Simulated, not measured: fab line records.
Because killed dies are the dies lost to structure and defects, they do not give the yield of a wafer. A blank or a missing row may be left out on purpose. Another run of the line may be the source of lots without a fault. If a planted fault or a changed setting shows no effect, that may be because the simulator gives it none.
fab line records ; flow nand-harc
record: lots: 5; wafers: 15; last-day: 24
route steps=1159 shown P_START@1 P_ZERO_WELL@2 P_STI@85 END@1159
lots untouched by any fault: they come from a run of this same line in which no faults occurred
start-h: the number of hours between the record's first day and the start of the first shown wafer of the lot ; wait-h: hours since the lot's step before ; " same as the row above ; L1.1+2: a single row standing in for several wafers ; - either no value or no given start ; * or withheld: withheld ; < > ~ a bound
route shown NAME@n: names a module that has steps shown in the file, with the first one's number in the route ; usual: the fault-free wafers' mean and standard deviation ; same: alike in all rows ; chamber/n: place in a boat ; sites: per-site readings ; _std_site: standard deviation of those values ; _edge_site: outer sites' mean less inner sites' ; radius-mm: for every site, how far away it sits from the centre of the wafer ; mask NAME#n: copy n ; behind: the tool/chamber that last shaped the wafer ; hold: what put the lot on hold/how long, in hours/how the hold closed ; device: which transistor (n, p or np) failed to switch ; end of line: tests run on the same wafers once the route is complete ; a step given without rows: its recipe and nothing more ; killed: count of dies lost to structure and defects at first sort (not the wafer's yield) ; map: the dies of a wafer, with x for killed, . for not killed, _ for no die there
set.NAME: the setting the step ran with; set.NAME@STEP: the setting that earlier step ran with ; model.NAME: the simulator's own value behind a step, which no gauge read
lots at selected steps of the route; one table per step, one row per wafer
services: a tool's chamber out of use, with start hour (start-h, from the record's first day; less than 0 if before it), hours out, and reason
== steps ==
step: NHARC_P_START_INSPECT_01
usual: raw-defect-count: 3.9/1.9
lot.wafer;tool;chamber;start-h;wait-h;raw-defect-count
L511.1;defect-inspect-01;-;30.04;-;6
L511.4;defect-inspect-01;-;30.04;-;6
L511.6;defect-inspect-01;-;30.04;-;5
L514.3;defect-inspect-01;-;48.04;-;6
L514.4;defect-inspect-01;-;48.04;-;3
L514.6;defect-inspect-01;-;48.04;-;5
L527.2;defect-inspect-02;-;126.04;-;3
L527.5;defect-inspect-02;-;126.04;-;0
L527.6;defect-inspect-02;-;126.04;-;3
L529.4;defect-inspect-01;-;138.04;-;6
L529.5;defect-inspect-01;-;138.04;-;1
L529.6;defect-inspect-01;-;138.04;-;2
L530.1;defect-inspect-02;-;144.04;-;1
L530.3;defect-inspect-02;-;144.04;-;5
L530.5;defect-inspect-02;-;144.04;-;3
step: NHARC_P_ZERO_WELL_PRECLEAN_00
recipe: time-s: 600; temp-c: 120; chemistry: SPM
step: NHARC_P_ZERO_WELL_SRD_01
step: NHARC_P_ZERO_WELL_PECVD_02
recipe: target-thk-a: 100; temp-c: 400; pressure-torr: 6.5; rf-w: withheld; teos-flow-sccm: withheld; flow-sccm: 2650; target-thk-nm: 10; gas: O2; material: SiO2
lot.wafer;tool;chamber;start-h;wait-h
L511.1+4+6;pecvd-01;2,0,1;30.52;-
L514.3+6+4;pecvd-02;2,0,2;48.52;-
L527.2+5+6;pecvd-01;2,1,0;126.48;-
L529.5+6+4;pecvd-03;0,1,2;138.56;-
L530.3+1+5;pecvd-03;2,0,2;144.46;-
step: NHARC_P_ZERO_WELL_DEHYDRATE_03
recipe: temp-c: 150; time-s: 120
step: NHARC_P_ZERO_WELL_HMDS_04
recipe: time-s: 30
step: NHARC_P_ZERO_WELL_COAT_64
recipe: temp-c: 200; time-s: 65
step: NHARC_P_ZERO_WELL_COAT_05
recipe: spin-rpm: 2000; resist-thk-nm: 600
step: NHARC_P_ZERO_WELL_SOFTBAKE_06
recipe: temp-c: 125; time-s: 70
step: NHARC_P_ZERO_WELL_EBR_07
step: NHARC_P_ZERO_WELL_EXPOSE_08
recipe: na: 0.55; target-cd-nm: 500; dose-mj: 33.8; mask-id: P_ZERO
step: NHARC_P_ZERO_WELL_PEB_09
recipe: peb-temp-c: 128; peb-time-s: 80
step: NHARC_P_ZERO_WELL_DEVELOP_10
recipe: time-s: 50; dev-temp-c: 22
step: NHARC_P_ZERO_WELL_CD_MEAS_11
recipe: target-cd-nm: 500; landing-energy-ev: 500
usual: cd-nm: 500.1/1.8
lot.wafer;tool;chamber;start-h;wait-h;cd-nm
L511.1;cd-sem-03;0;31.25;-;500.0
L511.4;cd-sem-03;0;31.25;-;499.0
L511.6;cd-sem-03;0;31.25;-;499.4
L514.3;cd-sem-03;0;49.25;-;504.9
L514.4;cd-sem-03;0;49.25;-;503.6
L514.6;cd-sem-03;0;49.25;-;503.9
L527.2;cd-sem-03;0;127.12;-;499.9
L527.5;cd-sem-03;0;127.12;-;499.7
L527.6;cd-sem-03;0;127.12;-;498.0
L529.4;cd-sem-01;0;139.25;-;499.8
L529.5;cd-sem-01;0;139.25;-;501.7
L529.6;cd-sem-01;0;139.25;-;501.1
L530.1;cd-sem-01;0;145.27;-;502.0
L530.3;cd-sem-01;0;145.27;-;496.7
L530.5;cd-sem-01;0;145.27;-;498.9
step: NHARC_P_ZERO_WELL_HARDBAKE_12
recipe: temp-c: 118; time-s: 65
step: NHARC_P_ZERO_WELL_DESCUM_13
recipe: time-s: 3; o2-flow-sccm: 200; ar-flow-sccm: 0; bias-power-w: 0; chemistry: O2
usual: drypump-motor-current-A: 5.6/0.44; oes-product-au: 0.998/0.0089; rf-vpp-V: 57.8/0.91; showerhead-plenum-p-Torr: 1.91/0.076; throttle-valve-pct: 11.311/0.0086
same: bias-power-w: 0
lot.wafer;tool;chamber;start-h;wait-h;drypump-motor-current-A;oes-product-au;rf-hours-counter-h;rf-vpp-V;showerhead-plenum-p-Torr;throttle-valve-pct
L511.4;rie-diel-06;2;31.40;-;5.8;1.019;11;58.3;1.86;11.300
L511.1;rie-diel-06;0;31.40;-;5.0;1.003;9;57.6;1.86;11.303
L511.6;rie-diel-06;2;31.40;-;5.8;1.008;-;60.0;1.86;11.299
L514.3;rie-diel-06;0;49.40;-;5.0;0.988;10;57.0;1.86;11.314
L514.4;rie-diel-06;2;49.40;-;5.8;0.998;12;58.4;1.86;11.306
L514.6;rie-diel-06;0;49.40;-;4.9;0.995;-;57.5;1.86;11.316
L527.2;rie-diel-06;1;127.30;-;5.2;1.000;5;58.3;1.78;11.316
L527.6;rie-diel-06;2;127.30;-;5.8;0.995;-;57.7;1.86;11.319
L527.5;rie-diel-06;3;127.30;-;5.9;0.990;-;59.3;1.99;11.331
L529.4;rie-diel-07;1;139.42;-;5.3;1.006;7;58.0;1.93;11.314
L529.5;rie-diel-07;2;139.42;-;5.4;0.996;-;57.2;1.87;11.316
L529.6;rie-diel-07;3;139.42;-;5.6;0.983;-;59.1;1.92;11.314
L530.1;rie-diel-06;1;145.44;-;5.2;0.989;7;57.8;1.78;11.313
L530.3;rie-diel-06;3;145.44;-;5.9;0.991;7;60.5;1.99;11.319
L530.5;rie-diel-06;0;145.44;-;5.0;0.990;-;57.7;1.85;11.311
step: NHARC_P_ZERO_WELL_ETCH_65
recipe: target-depth-a: 800; overetch-a: 240; time-s: 87.88; ion-energy-ev: 200; n2-flow-sccm: 150; h2-flow-sccm: 150; ar-flow-sccm: 0; rf-w: 400; bias-w: 150; chemistry: N2/H2
usual: drypump-motor-current-A: 5.5/0.42; h2-flow-sccm: 150.0/0.48; oes-product-au: 0.997/0.009; rf-vpp-V: 430.4/2.4; showerhead-plenum-p-Torr: 2.04/0.085; throttle-valve-pct: 14.171/0.0098
lot.wafer;tool;chamber;start-h;wait-h;drypump-motor-current-A;h2-flow-sccm;oes-product-au;rf-hours-counter-h;rf-vpp-V;showerhead-plenum-p-Torr;throttle-valve-pct
L511.4;rie-diel-06;1;31.49;0.1;5.2;150.1;0.986;10;428.5;1.90;14.168
L511.1;rie-diel-06;2;31.49;0.1;5.8;151.0;1.005;11;430.0;1.98;14.167
L511.6;rie-diel-06;1;31.49;0.1;5.2;150.8;0.993;-;426.4;1.90;14.179
L514.4;rie-diel-06;3;49.50;0.1;5.9;150.3;0.998;9;433.4;2.12;14.164
L514.3;rie-diel-06;0;49.50;0.1;5.0;149.9;0.995;10;430.5;1.98;14.155
L514.6;rie-diel-06;1;49.50;0.1;5.2;149.9;1.002;-;426.3;1.90;14.166
L527.2;rie-diel-06;0;127.35;0.1;5.0;150.6;0.989;4;429.0;1.98;14.174
L527.6;rie-diel-06;0;127.35;0.1;4.9;149.8;0.988;-;430.0;1.98;14.171
L527.5;rie-diel-06;1;127.35;0.1;5.2;150.0;0.994;-;426.7;1.90;14.183
L529.4;rie-diel-07;2;139.50;0.1;5.4;150.1;0.995;7;430.1;2.00;14.164
L529.5;rie-diel-07;0;139.50;0.1;6.1;148.7;1.001;-;428.3;1.92;14.176
L529.6;rie-diel-07;1;139.50;0.1;5.4;149.5;1.001;-;431.0;2.06;14.151
L530.1;rie-diel-06;1;145.52;0.1;5.2;149.9;1.005;7;424.9;1.90;14.187
L530.3;rie-diel-06;3;145.52;0.1;5.9;149.7;1.001;7;433.4;2.12;14.165
L530.5;rie-diel-06;1;145.52;0.1;5.2;150.4;0.990;-;426.4;1.90;14.181
step: NHARC_P_ZERO_WELL_ETCH_62
recipe: target-depth-a: 130; time-s: 6.5; chf3-flow-sccm: 50; ar-flow-sccm: 200; rf-w: 500; bias-w: 200; chemistry: CHF3/Ar
usual: drypump-motor-current-A: 5.5/0.42; oes-product-au: 0.960/0.018; rf-vpp-V: 370.5/2.1; showerhead-plenum-p-Torr: 2.34/0.091; throttle-valve-pct: 20.218/0.0089
lot.wafer;tool;chamber;start-h;wait-h;drypump-motor-current-A;oes-product-au;rf-hours-counter-h;rf-vpp-V;showerhead-plenum-p-Torr;throttle-valve-pct
L511.4;rie-diel-06;1;-;-;5.2;0.966;10;366.3;2.19;20.229
L511.1;rie-diel-06;2;-;-;5.8;0.964;11;368.3;2.28;20.211
L511.6;rie-diel-06;3;-;-;5.9;0.961;-;371.2;2.43;20.226
L514.4;rie-diel-06;3;-;-;5.9;0.943;9;373.7;2.43;20.224
L514.3;rie-diel-06;0;-;-;5.0;0.946;10;369.8;2.28;20.221
L514.6;rie-diel-06;2;-;-;5.8;0.951;-;369.6;2.28;20.230
L527.2;rie-diel-06;2;-;-;5.8;0.951;5;370.5;2.28;20.227
L527.6;rie-diel-06;0;-;-;5.0;0.974;-;369.4;2.28;20.215
L527.5;rie-diel-06;1;-;-;5.2;0.978;-;366.7;2.19;20.214
L529.4;rie-diel-07;1;-;-;5.4;0.980;7;371.2;2.37;20.203
L529.5;rie-diel-07;3;-;-;5.5;0.936;-;369.5;2.35;20.209
L529.6;rie-diel-07;0;-;-;6.1;0.959;-;366.9;2.21;20.237
L530.1;rie-diel-06;0;-;-;4.9;0.958;6;368.9;2.28;20.197
L530.3;rie-diel-06;1;-;-;5.2;0.971;7;367.7;2.19;20.225
L530.5;rie-diel-06;3;-;-;5.9;0.977;-;373.2;2.43;20.211
step: NHARC_P_ZERO_WELL_ETCH_63
recipe: target-depth-a: 1200; time-s: 40.1; hbr-flow-sccm: 150; cl2-flow-sccm: 50; rf-w: 400; icp-w: 400; bias-w: 100; chemistry: HBr/Cl2
usual: drypump-motor-current-A: 5.7/0.4; he-backside-leak-sccm: 2.64/0.29; oes-product-au: 1.000/0.0089; throttle-valve-pct: 26.406/0.0086
lot.wafer;tool;chamber;start-h;wait-h;drypump-motor-current-A;he-backside-leak-sccm;oes-product-au;rf-hours-counter-h;throttle-valve-pct
L511.1;rie-si-03;1;31.66;-;5.2;2.42;1.008;0.4;26.417
L511.4;rie-si-03;2;31.66;-;6.3;2.74;1.000;0.3;26.402
L511.6;rie-si-03;2;31.66;-;6.3;2.72;1.005;-;26.414
L514.4;rie-si-03;1;49.66;-;5.2;2.53;0.991;0.5;26.399
L514.3;rie-si-03;2;49.66;-;6.3;2.97;0.992;0.5;26.406
L514.6;rie-si-03;2;49.66;-;6.3;3.08;0.990;-;26.408
L527.2;rie-si-06;0;127.56;-;6.0;3.13;1.011;1.1;26.404
L527.5;rie-si-06;1;127.56;-;6.2;2.58;0.997;-;26.402
L527.6;rie-si-06;2;127.56;-;5.5;2.73;1.007;-;26.414
L529.4;rie-si-05;2;139.65;-;5.3;2.46;1.010;0.5;26.405
L529.5;rie-si-05;2;139.65;-;5.2;2.39;1.014;-;26.409
L529.6;rie-si-05;3;139.65;-;5.4;2.91;1.011;-;26.414
L530.3;rie-si-06;3;145.70;-;5.3;2.40;1.010;1.1;26.408
L530.1;rie-si-06;1;145.70;-;6.2;2.39;0.990;1.4;26.400
L530.5;rie-si-06;3;145.70;-;5.2;2.60;1.002;-;26.394
step: NHARC_P_ZERO_WELL_STRIP_15
recipe: time-s: 900; temp-c: 130; chemistry: SPM
step: NHARC_P_ZERO_WELL_DEHYDRATE_16
recipe: temp-c: 150; time-s: 120
step: NHARC_P_ZERO_WELL_HMDS_17
recipe: time-s: 30
step: NHARC_P_ZERO_WELL_COAT_18
recipe: spin-rpm: withheld
step: NHARC_P_ZERO_WELL_SOFTBAKE_19
recipe: temp-c: 122; time-s: 95
step: NHARC_P_ZERO_WELL_EBR_20
step: NHARC_P_ZERO_WELL_EXPOSE_21
recipe: na: 0.6; target-cd-nm: 720; dose-mj: 22.31; mask-id: P_NWELL
step: NHARC_P_ZERO_WELL_PEB_22
recipe: peb-temp-c: 118; peb-time-s: 85
step: NHARC_P_ZERO_WELL_DEVELOP_23
recipe: time-s: 70
step: NHARC_P_ZERO_WELL_CD_MEAS_24
recipe: target-cd-nm: 720; landing-energy-ev: 500
usual: cd-nm: 720.3/2
lot.wafer;tool;chamber;start-h;wait-h;cd-nm
L511.1;cd-sem-02;0;32.46;-;722.7
L511.4;cd-sem-02;0;32.46;-;719.2
L511.6;cd-sem-02;0;32.46;-;722.5
L514.3;cd-sem-03;0;50.59;-;722.0
L514.4;cd-sem-03;0;50.59;-;721.4
L514.6;cd-sem-03;0;50.59;-;716.9
L527.2;cd-sem-03;0;128.48;-;716.5
L527.5;cd-sem-03;0;128.48;-;718.5
L527.6;cd-sem-03;0;128.48;-;717.8
L529.4;cd-sem-03;0;140.46;-;718.0
L529.5;cd-sem-03;0;140.46;-;716.2
L529.6;cd-sem-03;0;140.46;-;719.1
L530.1;cd-sem-01;0;146.62;-;719.2
L530.3;cd-sem-01;0;146.62;-;720.0
L530.5;cd-sem-01;0;146.62;-;716.8
step: NHARC_P_ZERO_WELL_HARDBAKE_25
recipe: temp-c: 125; time-s: 80
step: NHARC_P_ZERO_WELL_DESCUM_26
recipe: time-s: 3; o2-flow-sccm: 200; ar-flow-sccm: 0; bias-power-w: 0; chemistry: O2
usual: drypump-motor-current-A: 5.5/0.45; oes-product-au: 0.998/0.0092; rf-vpp-V: 57.8/0.85; showerhead-plenum-p-Torr: 1.93/0.075; throttle-valve-pct: 11.311/0.0086
same: bias-power-w: 0
lot.wafer;tool;chamber;start-h;wait-h;drypump-motor-current-A;oes-product-au;rf-hours-counter-h;rf-vpp-V;showerhead-plenum-p-Torr;throttle-valve-pct
L511.1;rie-diel-06;0;32.63;-;5.0;0.985;9;57.7;1.86;11.297
L511.4;rie-diel-06;1;32.63;-;5.2;0.991;10;57.7;1.79;11.303
L511.6;rie-diel-06;3;32.63;-;5.9;0.999;-;58.0;1.99;11.311
L514.4;rie-diel-04;3;50.74;-;5.2;1.013;7;58.0;1.93;11.309
L514.3;rie-diel-04;0;50.74;-;5.4;0.991;6;58.6;2.05;11.304
L514.6;rie-diel-04;0;50.74;-;5.4;0.984;-;57.6;2.05;11.320
L527.2;rie-diel-04;2;128.65;-;6.5;0.994;0;57.8;2.00;11.333
L527.5;rie-diel-04;1;128.65;-;5.2;1.012;-;56.2;1.89;11.322
L527.6;rie-diel-04;2;128.65;-;6.5;0.999;-;58.3;2.00;11.310
L529.4;rie-diel-07;2;140.62;-;5.3;0.987;7;59.1;1.88;11.290
L529.6;rie-diel-07;1;140.62;-;5.4;1.002;-;57.0;1.93;11.315
L529.5;rie-diel-07;2;140.62;-;5.3;0.984;-;57.5;1.87;11.308
L530.1;rie-diel-04;0;146.80;-;5.3;1.005;1;56.6;2.05;11.313
L530.3;rie-diel-04;1;146.80;-;5.2;1.001;1;57.6;1.89;11.308
L530.5;rie-diel-04;0;146.80;-;5.4;1.003;-;56.7;2.05;11.309
step: NHARC_P_ZERO_WELL_IMPLANT_27
recipe: energy-kev: 600; dose-cm2: 1e+13; tilt-deg: 7
step: NHARC_P_ZERO_WELL_IMPLANT_57
recipe: energy-kev: 250; dose-cm2: 4e+12; tilt-deg: 7
step: NHARC_P_ZERO_WELL_INSPECT_43
usual: raw-defect-count: 13/5.6
lot.wafer;tool;chamber;start-h;wait-h;raw-defect-count
L511.1;defect-inspect-02;-;37.35;0.6;15
L511.4;defect-inspect-02;-;37.35;0.6;15
L511.6;defect-inspect-02;-;37.35;0.6;13
L514.3;defect-inspect-01;-;55.68;0.4;6
L514.4;defect-inspect-01;-;55.68;0.4;11
L514.6;defect-inspect-01;-;55.68;0.4;9
L527.2;defect-inspect-01;-;133.60;0.5;13
L527.5;defect-inspect-01;-;133.60;0.5;623
L527.6;defect-inspect-01;-;133.60;0.5;12
L529.4;defect-inspect-01;-;145.43;0.2;20
L529.5;defect-inspect-01;-;145.43;0.2;19
L529.6;defect-inspect-01;-;145.43;0.2;10
L530.1;defect-inspect-02;-;151.67;0.6;12
L530.3;defect-inspect-02;-;151.67;0.6;21
L530.5;defect-inspect-02;-;151.67;0.6;6
step: NHARC_P_STI_INSPECT_11
usual: raw-defect-count: 6/3.4
lot.wafer;tool;chamber;start-h;wait-h;raw-defect-count
L511.1;defect-inspect-02;-;55.14;0.0;0
L511.4;defect-inspect-02;-;55.14;0.0;2
L511.6;defect-inspect-02;-;55.14;0.0;5
L514.3;defect-inspect-01;-;70.90;0.0;5
L514.4;defect-inspect-01;-;70.90;0.0;0
L514.6;defect-inspect-01;-;70.90;0.0;5
L527.2;defect-inspect-01;-;149.22;0.0;3
L527.5;defect-inspect-01;-;149.22;0.0;605
L527.6;defect-inspect-01;-;149.22;0.0;2
L530.1;defect-inspect-02;-;163.86;0.0;6
L530.3;defect-inspect-02;-;163.86;0.0;7
L530.5;defect-inspect-02;-;163.86;0.0;12
L529.4;defect-inspect-02;-;164.02;0.0;10
L529.5;defect-inspect-02;-;164.02;0.0;9
L529.6;defect-inspect-02;-;164.02;0.0;1
step: NHARC_END_SORT_01
recipe: temp-c: 25
usual: killed-at-array: 27/8; killed-at-other: 0.8/1.2; killed-at-periphery: 3.3/2.3; killed-dies: 31/8.8; killed-open: 3.2/2.1; killed-short: 2.1/1.4
same: gross-dies: 677
lot.wafer;tool;chamber;start-h;wait-h;killed-at-array;killed-at-other;killed-at-periphery;killed-dies;killed-open;killed-short
L511.1;prober-01;0;461.49;2.5;8;1;4;13;2;2
L511.4;prober-01;0;463.91;3.4;21;0;2;23;1;1
L511.6;prober-01;0;465.53;4.0;24;0;3;27;4;1
L527.5;prober-02;0;561.00;3.7;37;0;64;101;4;3
killed by level:class
L511.1 A_STAIRCASE:chamber-film-flake=4 P_STI:chamber-film-flake=2 P_CONTACT:geometric-particle:short=1 P_M0:geometric-particle:open=1 A_SGD_CUT:geometric-particle:short=1 A_WL_FILL:geometric-particle:open=1 A_SLIT:chamber-film-flake=1 A_BLC:chamber-film-flake=1
L511.4 A_SLIT:chamber-film-flake=8 A_STAIRCASE:chamber-film-flake=5 P_STI:chamber-film-flake=2 A_CHANNEL_HOLE_D1:chamber-film-flake=2 A_CONTACT:chamber-film-flake=2 A_WL_FILL:geometric-particle:short=1 A_M0:geometric-particle:open=1 A_CHANNEL_FILL_D1:chamber-film-flake=1
L511.6 A_SLIT:chamber-film-flake=10 A_STAIRCASE:chamber-film-flake=6 A_CONTACT:chamber-film-flake=2 A_CHANNEL_FILL_D1:geometric-particle:open=1 A_STAIRCASE:geometric-particle:short=1 A_SGD_CUT:geometric-particle:open=1 A_CONTACT:geometric-particle:open=1 A_BLC:geometric-particle:open=1
L527.5 P_ZERO_WELL:unspecified=60 A_CHANNEL_HOLE_D1:chamber-film-flake=19 A_CONTACT:chamber-film-flake=8 A_CONTACT:geometric-particle:open=2 P_STI:chamber-film-flake=2 A_STAIRCASE:chamber-film-flake=2 A_ONON_D1:geometric-particle:open=1 A_WL_FILL:geometric-particle:short=1
map L527.5 (x killed, . not)
____________.____________
_________xx...x._________
_______..........._______
______x............______
_____.x.....x......._____
____.................____
____.................____
___...................___
___...................___
__...............x.....__
__.....................__
_......................._
_......................._
_......................._
_.........x............x_
_..........x...x........_
...........x.x.x.x.......
.........x.xx..x.......x.
...........x.xx.xx..xxx.x
.............x.x....xxxxx
............x..x...xxxxxx
_............x.x..xxxxxx_
_.............x.x..xxxxx_
_.................xxxxxx_
_.......x........xxxxxxx_
_.............x...xxxxxx_
__..x.....x......x.xxxx__
__.................xxxx__
___...............xxxx___
___...........x......x___
____................x____
____.................____
_____..............._____
______....x......x.______
_______...x......._______
_________......._________
____________.____________
map L511.6 (x killed, . not)
____________.____________
_________......._________
_______..........._______
______.............______
_____......x........_____
____.................____
____.................____
___...................___
___..x...x............___
__.....................__
__........x....x.......__
_......................._
_...................x..._
_........x.............._
_............x.........._
_......................._
x.x......................
x.x......................
..x......................
x.x......................
.x.......................
_.x..x.................._
_x.x...................._
_.x....................._
_x......................_
_......................._
__....x................__
__.x...................__
___.............x.....___
___...................___
____.................____
____.x....x..........____
_____..............._____
______.............______
_______..........._______
_________......._________
____________.____________
== services ==
tool;chamber;start-h;hours;kind
rie-diel-07;-;11.69;0.2;repair
rie-si-03;3;15.50;1.1;repair
rie-diel-06;0;18.70;-;clean
rie-diel-06;1;18.70;-;clean
rie-si-03;-;19.82;1.5;repair
pecvd-01;-;35.92;1.3;repair
rie-si-06;-;40.07;0.1;repair
rie-diel-07;-;51.20;9.0;pm
pecvd-01;-;56.10;13.0;pm
rie-si-05;-;62.00;9.0;pm
rie-diel-06;-;63.43;1.2;repair
rie-diel-06;-;64.65;9.0;pm
rie-diel-07;1;81.10;3.2;repair
pecvd-03;-;85.13;3.1;repair
pecvd-01;-;85.40;0.9;repair
pecvd-03;-;97.11;0.7;repair
rie-si-05;-;107.57;1.4;repair
pecvd-03;-;111.19;13.0;pm
rie-diel-04;-;112.22;9.0;pm
rie-si-06;3;117.08;20.7;repair
rie-diel-04;1;124.64;1.5;repair
rie-si-06;0;131.25;3.2;repair
rie-diel-07;0;131.40;3.7;repair
rie-diel-07;1;145.11;7.5;repair
== key ==
first-sign: step: NHARC_P_ZERO_WELL_INSPECT_43; reading: raw-defect-count; direction: up; sigmas: 99+; usual: 13; struck: 623
effect: step: NHARC_P_STI_INSPECT_11; reading: raw-defect-count; direction: up; sigmas: 99+; usual: 6; struck: 605
effect: step: NHARC_END_SORT_01; reading: killed-at-periphery; direction: up; sigmas: 26; usual: 3.3; struck: 64
more-kills-born-at: NHARC_P_ZERO_WELL_PECVD_02@pecvd-01: 60
met-at NHARC_P_ZERO_WELL_PECVD_02
struck-wafers L527.5
tester-left-out L527
onset-between 30.52 126.48
fault: kind: chamber-particle-source; tool: pecvd-01; chamber: 1; onset-h: 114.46; steps: NHARC_P_ZERO_WELL_PECVD_02; rate-per-visit-cm2: 0.8716; end-h: 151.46
tester-left-out: of these lots the tester's yield and bins aren't shown, on N5 and GAA mostly nor the transistor test; their killed dies are dies lost to structure and defects alone, not to doping, threshold or leakage, so they don't give the yield
